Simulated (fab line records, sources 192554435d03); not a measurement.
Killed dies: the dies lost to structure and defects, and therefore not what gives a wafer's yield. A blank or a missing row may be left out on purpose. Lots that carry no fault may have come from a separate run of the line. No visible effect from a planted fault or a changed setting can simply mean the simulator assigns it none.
Problem report in the 8D (eight disciplines) form, filled by code | flow n5-finfet | the parts of the form that need people (team, actions taken, sign-off) are left out
Where a reading is given only as a bound, like >300, the bound stands for it, and a mean or a difference that rests on one is marked > or <: the true number lies beyond.

== 1. THE PROBLEM ==
Wafers without a fault read 35, standard deviation 15; raw-defect-count at N5_ZERO_LAYER_INSPECT_20 reads a mean of 351 on 6 wafers belonging to 2 lots. Relative to the usual mean, that is a shift of +21 standard deviations.
The step: inspects for defects (darkfield).
Earliest sighting: wafer L786.1 on defect-inspect-02 at day 2 19:25. Wafers with a number at this step in the record: 27, from 9 lots. By rule, "out" or "out of limits" means more than 4 standard deviations away from the usual mean. The rest of the wafers with a number are treated as sound.

== 2. WHAT IT IS; WHAT IT IS NOT ==
question                    | is                     | is not
which readings at this step | raw-defect-count       | -
which lots                  | L786, L787             | L782, L783, L795, L800, L801, L802, L804
which wafers of those lots  | all that have a number | -
read on which gauges        | defect-inspect-02      | defect-inspect-01
when                        | from day 2 19:25       | up to then (6 sound wafers); but 15 sound wafers of L795, L800, L801, L802, L804 came after

== 3. WHAT RULES OUT EACH SUSPECT ==
Counting: a tool at any process step up to the reading remains a suspect when it ran all the lots that are out and ran no sound lot after the first of those.
- the gauge at N5_ZERO_LAYER_INSPECT_20: kept. All the wafers that are out were read on defect-inspect-02, and no step on other tools shows them out.
- wet-bench-04 at N5_ZERO_LAYER_PRECLEAN_00 (cleans in SPM, time 600 s): ruled out as a lasting fault. Following L786 (day 2 18:04), the first lot on it that is out, the sound lots L800, L801, L802 were run on it.
Remaining after the count: defect-inspect-02 at N5_ZERO_LAYER_INSPECT_20.

== 4. THE CAUSE (what the simulator had put in) ==
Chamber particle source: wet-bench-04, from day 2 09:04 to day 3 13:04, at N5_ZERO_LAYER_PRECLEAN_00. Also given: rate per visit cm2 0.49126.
The count ruled it out by mistake, since the rule takes a fault to strike every lot its tool runs from the start of the fault on, and this one did not do so.

== 5. SEQUENCE OF EFFECTS, ordered by route ==
Each row: a reading where the mean over the struck wafers with a number is more than 3 standard deviations away from the usual. Only readings for which the record gives a usual standard deviation are gone through. hours: the time from each lot's start at the first step in this table that gives one to its start at this step, as a median over the lots. sigmas: the change in usual standard deviations.
hours | step                     | reading              | usual  | on struck wafers | change | sigmas
0     | N5_ZERO_LAYER_INSPECT_20 | raw-defect-count     | 35     | 351              | +316   | +21
0     | N5_WELL_APT_INSPECT_10   | raw-defect-count     | 1.9    | >299             | >+297  | +99 or more
4     | N5_WELL_APT_INSPECT_38   | raw-defect-count     | 14     | 332              | +318   | +57
249   | N5_PASSIVATION_PROBE_49  | defect-limited-yield | 91.1 % | 85.3             | -5.8   | -3.9
249   | N5_PASSIVATION_PROBE_49  | killed-at-front-end  | 39     | 113              | +74    | +6.7
249   | N5_PASSIVATION_PROBE_49  | killed-dies          | 105    | 174              | +68    | +3.8
249   | N5_PASSIVATION_PROBE_49  | sort_bin_5_function  | 5.1 %  | 9.4              | +4.3   | +4.7
249   | N5_PASSIVATION_PROBE_49  | sort-n-pass          | 1075   | 1006             | -69    | -3.8
249   | N5_PASSIVATION_PROBE_49  | sort-yield-pct       | 91.1 % | 85.3             | -5.8   | -3.9
Here are the process steps it includes:
- N5_PASSIVATION_PROBE_49
Later measuring or inspecting steps at which every struck wafer that the step has a row for has a number for every such reading, and none has moved that far: N5_PMOS_HMC_CHANNEL_EPI_OVL_MEAS_10, N5_BEOL_M4_RC_MEAS_101.

== 6. HOW IT WOULD HAVE BEEN CAUGHT EARLIER ==
The first out-of-limits reading at a measuring or inspecting step in this record came at day 2 19:25, 10 hours after the fault's start at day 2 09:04.
